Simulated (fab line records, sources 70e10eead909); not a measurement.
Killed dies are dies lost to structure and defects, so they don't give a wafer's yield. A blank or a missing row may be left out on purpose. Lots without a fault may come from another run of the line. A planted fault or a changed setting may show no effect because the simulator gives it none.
Which tool did it? | flow nand_harc | 24 lots, 72 wafers sampled, at 5 steps of a route of 1302

WHAT THE GAUGES READ, wafer by wafer
NHARC_A_CHANNEL_FILL_D1_INSPECT_13.
lot  | measured     | on                | raw_defect_count
L074 | day 10 14:57 | defect_inspect-02 | 211 367 204
L075 | day 11 12:42 | defect_inspect-02 | 584 456 300
L076 | day 11 12:42 | defect_inspect-01 | 140 204 169
L077 | day 12 03:23 | defect_inspect-02 | 408 265 299
L078 | day 12 07:49 | defect_inspect-01 | 396 274 463
L079 | day 12 18:16 | defect_inspect-02 | 314 558 338
L080 | day 13 04:41 | defect_inspect-01 | 230 470 198
L081 | day 13 14:35 | defect_inspect-02 | 400 344 226
L083 | day 14 10:50 | defect_inspect-02 | 298 272 289
L082 | day 14 10:50 | defect_inspect-01 | 305 328 479
L085 | day 15 01:56 | defect_inspect-02 | 731 552 438
L084 | day 15 01:56 | defect_inspect-01 | 190 215 142
L086 | day 15 15:36 | defect_inspect-01 | 187 194 345
L087 | day 16 14:06 | defect_inspect-02 | 465 585 379
L088 | day 16 23:24 | defect_inspect-02 | 471 543 339
L089 | day 17 19:17 | defect_inspect-01 | 350 353 462
L090 | day 17 19:17 | defect_inspect-02 | 336 187 284
L091 | day 17 23:31 | defect_inspect-02 | 195 259 365
L092 | day 18 11:02 | defect_inspect-01 | 230 461 547
L093 | day 18 11:02 | defect_inspect-02 | 207 275 280
L094 | day 19 05:56 | defect_inspect-02 | 276 315 421
L095 | day 20 02:35 | defect_inspect-02 | 358 299 252
L096 | day 20 02:35 | defect_inspect-01 | 203 223 185
L097 | day 20 08:58 | defect_inspect-02 | 358 438 376

NHARC_A_DECK1_JOINT_THK_MEAS_14: measures by ellipsometry.
lot  | measured     | on            | thk_nm (nm)
L074 | day 11 04:35 | film_metro-02 | 50.9 48.5 49.4
L075 | day 11 23:07 | film_metro-01 | 49.3 50.5 52.8
L076 | day 11 23:09 | film_metro-02 | 53.4 52.3 51.0
L077 | day 12 14:59 | film_metro-01 | 50.0 51.8 49.9
L078 | day 12 18:26 | film_metro-02 | 51.6 53.7 48.6
L079 | day 13 05:11 | film_metro-01 | 50.1 50.3 46.6
L080 | day 13 15:16 | film_metro-01 | 50.6 48.6 51.2
L081 | day 14 01:23 | film_metro-02 | 51.9 53.0 53.1
L083 | day 14 23:25 | film_metro-02 | 53.3 52.3 52.7
L082 | day 14 23:25 | film_metro-01 | 50.3 50.7 48.7
L085 | day 15 14:21 | film_metro-01 | 50.0 54.1 49.2
L084 | day 15 14:21 | film_metro-02 | 52.6 50.3 51.8
L086 | day 16 02:20 | film_metro-01 | 51.8 51.7 52.0
L087 | day 17 00:41 | film_metro-01 | 50.9 52.7 52.6
L088 | day 17 09:49 | film_metro-02 | 48.9 48.2 52.2
L089 | day 18 05:53 | film_metro-02 | 50.3 50.9 51.9
L090 | day 18 05:53 | film_metro-02 | 52.8 51.6 53.4
L091 | day 18 10:08 | film_metro-01 | 50.0 51.1 49.7
L092 | day 18 21:54 | film_metro-02 | 50.7 49.2 47.7
L093 | day 18 22:03 | film_metro-02 | 49.4 49.6 48.0
L094 | day 19 16:36 | film_metro-02 | 51.6 47.9 49.4
L095 | day 20 13:02 | film_metro-02 | 52.8 52.8 49.1
L096 | day 20 13:02 | film_metro-01 | 51.1 49.8 48.8
L097 | day 20 19:23 | film_metro-02 | 55.5 52.5 51.9

NHARC_A_ONON_D2_THK_MEAS_34: measures by ellipsometry.
lot  | measured     | on            | thk_nm (nm)
L074 | day 12 18:56 | film_metro-02 | 199 200 202
L075 | day 13 13:41 | film_metro-01 | 204 203 206
L076 | day 13 13:40 | film_metro-02 | 205 205 207
L077 | day 14 04:32 | film_metro-01 | 205 201 205
L078 | day 14 04:33 | film_metro-02 | 195 203 199
L079 | day 14 19:50 | film_metro-01 | 201 198 205
L080 | day 15 01:26 | film_metro-01 | 200 203 203
L081 | day 15 19:08 | film_metro-01 | 198 199 200
L083 | day 16 12:50 | film_metro-02 | 196 199 199
L082 | day 16 12:50 | film_metro-01 | 205 206 207
L085 | day 17 06:26 | film_metro-02 | 200 199 203
L084 | day 17 06:38 | film_metro-02 | 196 196 199
L086 | day 17 13:50 | film_metro-02 | 197 200 201
L087 | day 18 18:29 | film_metro-01 | 194 193 196
L088 | day 19 02:34 | film_metro-02 | 195 202 201
L089 | day 19 19:05 | film_metro-02 | 197 199 200
L090 | day 19 19:03 | film_metro-02 | 203 199 205
L091 | day 20 00:41 | film_metro-01 | 204 204 206
L092 | day 20 17:40 | film_metro-01 | 201 203 202
L093 | day 20 17:32 | film_metro-02 | 202 203 197
L094 | day 21 08:01 | film_metro-01 | 201 202 205
L095 | day 22 06:37 | film_metro-02 | 198 200 201
L096 | day 22 06:37 | film_metro-01 | 198 202 202
L097 | day 22 06:36 | film_metro-02 | 196 196 202

NHARC_A_CHANNEL_HOLE_D2_INSPECT_12.
lot  | measured     | on                | raw_defect_count
L074 | day 12 21:47 | defect_inspect-02 | 51 69 56
L075 | day 13 17:17 | defect_inspect-02 | 51 55 48
L076 | day 13 16:27 | defect_inspect-01 | 9 8 5
L077 | day 14 08:32 | defect_inspect-01 | 52 54 64
L078 | day 14 09:42 | defect_inspect-01 | 64 58 52
L079 | day 15 01:57 | defect_inspect-02 | 56 65 61
L080 | day 15 04:22 | defect_inspect-01 | 6 4 6
L081 | day 15 22:03 | defect_inspect-02 | 47 54 55
L083 | day 16 17:20 | defect_inspect-02 | 7 16 9
L082 | day 16 18:07 | defect_inspect-02 | 62 48 62
L085 | day 17 10:37 | defect_inspect-01 | 7 17 12
L084 | day 17 11:01 | defect_inspect-02 | 7 17 14
L086 | day 17 17:45 | defect_inspect-02 | 14 14 18
L087 | day 18 22:52 | defect_inspect-01 | 11 15 7
L088 | day 19 05:28 | defect_inspect-01 | 12 12 18
L089 | day 20 01:54 | defect_inspect-01 | 62 46 49
L090 | day 20 01:13 | defect_inspect-02 | 16 17 15
L091 | day 20 04:33 | defect_inspect-02 | 16 20 16
L092 | day 20 22:22 | defect_inspect-02 | 21 21 18
L093 | day 20 20:28 | defect_inspect-02 | 46 47 58
L094 | day 21 13:05 | defect_inspect-01 | 25 13 17
L095 | day 22 09:30 | defect_inspect-02 | 32 39 26
L096 | day 22 09:28 | defect_inspect-01 | 5 7 4
L097 | day 22 09:32 | defect_inspect-01 | 23 16 26

WHICH TOOL RAN EACH LOT (tool, then ch and the chambers of the sampled wafers, then the start)
lot  | NHARC_A_CHANNEL_HOLE_D2_DEP_00
L074 | acl_dep-01 ch 0, day 12 19:04
L075 | acl_dep-02 ch 0, day 13 14:37
L076 | acl_dep-01 ch 0, day 13 14:26
L077 | acl_dep-03 ch 0, day 14 05:47
L078 | acl_dep-01 ch 0, day 14 07:22
L079 | acl_dep-02 ch 0, day 14 23:31
L080 | acl_dep-03 ch 0, day 15 01:54
L081 | acl_dep-02 ch 0, day 15 19:17
L083 | acl_dep-03 ch 0, day 16 14:33
L082 | acl_dep-02 ch 0, day 16 15:06
L085 | acl_dep-02 ch 0, day 17 08:19
L084 | acl_dep-01 ch 0, day 17 08:30
L086 | acl_dep-01 ch 0, day 17 15:25
L087 | acl_dep-01 ch 0, day 18 20:16
L088 | acl_dep-03 ch 0, day 19 02:44
L089 | acl_dep-03 ch 0, day 19 23:08
L090 | acl_dep-02 ch 0, day 19 22:25
L091 | acl_dep-01 ch 0, day 20 02:43
L092 | acl_dep-03 ch 0, day 20 19:35
L093 | acl_dep-03 ch 0, day 20 18:00
L094 | acl_dep-01 ch 0, day 21 10:45
L095 | acl_dep-02 ch 0, day 22 06:45
L096 | acl_dep-03 ch 0, day 22 06:44
L097 | acl_dep-01 ch 0, day 22 07:04
- NHARC_A_CHANNEL_HOLE_D2_DEP_00: deposits aC, target thk 3100 nm.

WHAT THE TOOLS THEMSELVES READ (means of the sampled wafers that have a number; where no wafer has one, the mark that the record gives instead)
NHARC_A_CHANNEL_HOLE_D2_DEP_00.
lot  | tool       | throttle_valve_pct (%)
L074 | acl_dep-01 | 35.001
L075 | acl_dep-02 | 34.994
L076 | acl_dep-01 | 34.993
L077 | acl_dep-03 | 35.005
L078 | acl_dep-01 | 35.004
L079 | acl_dep-02 | 34.999
L080 | acl_dep-03 | 34.994
L081 | acl_dep-02 | 34.998
L083 | acl_dep-03 | 34.997
L082 | acl_dep-02 | 34.997
L085 | acl_dep-02 | 35.001
L084 | acl_dep-01 | 35.007
L086 | acl_dep-01 | 35.002
L087 | acl_dep-01 | 34.999
L088 | acl_dep-03 | 34.991
L089 | acl_dep-03 | 34.999
L090 | acl_dep-02 | 35.006
L091 | acl_dep-01 | 34.992
L092 | acl_dep-03 | 34.998
L093 | acl_dep-03 | 35.000
L094 | acl_dep-01 | 34.993
L095 | acl_dep-02 | 34.996
L096 | acl_dep-03 | 34.995
L097 | acl_dep-01 | 34.997

THE ANSWER, worked out from the rows above alone
Rule: what is usual is taken from the lots themselves. Put in order of their means at a reading, lots are off if they are a third of the lots or fewer, leave a main group of 4 or more, and stand apart from it by a gap of 3 or more times the standard deviation of the main group's means; of several such gaps the widest counts. A main group whose means are all the same, to the digits that the tables above print for the reading, isn't used. A lot without any number at a reading at which 4 lots or more have one is off too. The other lots that the step has rows for count as sound. The gauges are gone through in route order, then the tools' own readings, and for those a lot's mean is taken as printed above. The first step at which some lot is off is used, and at that step the reading that is off furthest; a lot without a number counts as furthest.
No lot is off at any reading shown: from this, nothing can be told.

WHAT THE SIMULATOR HAD PUT IN
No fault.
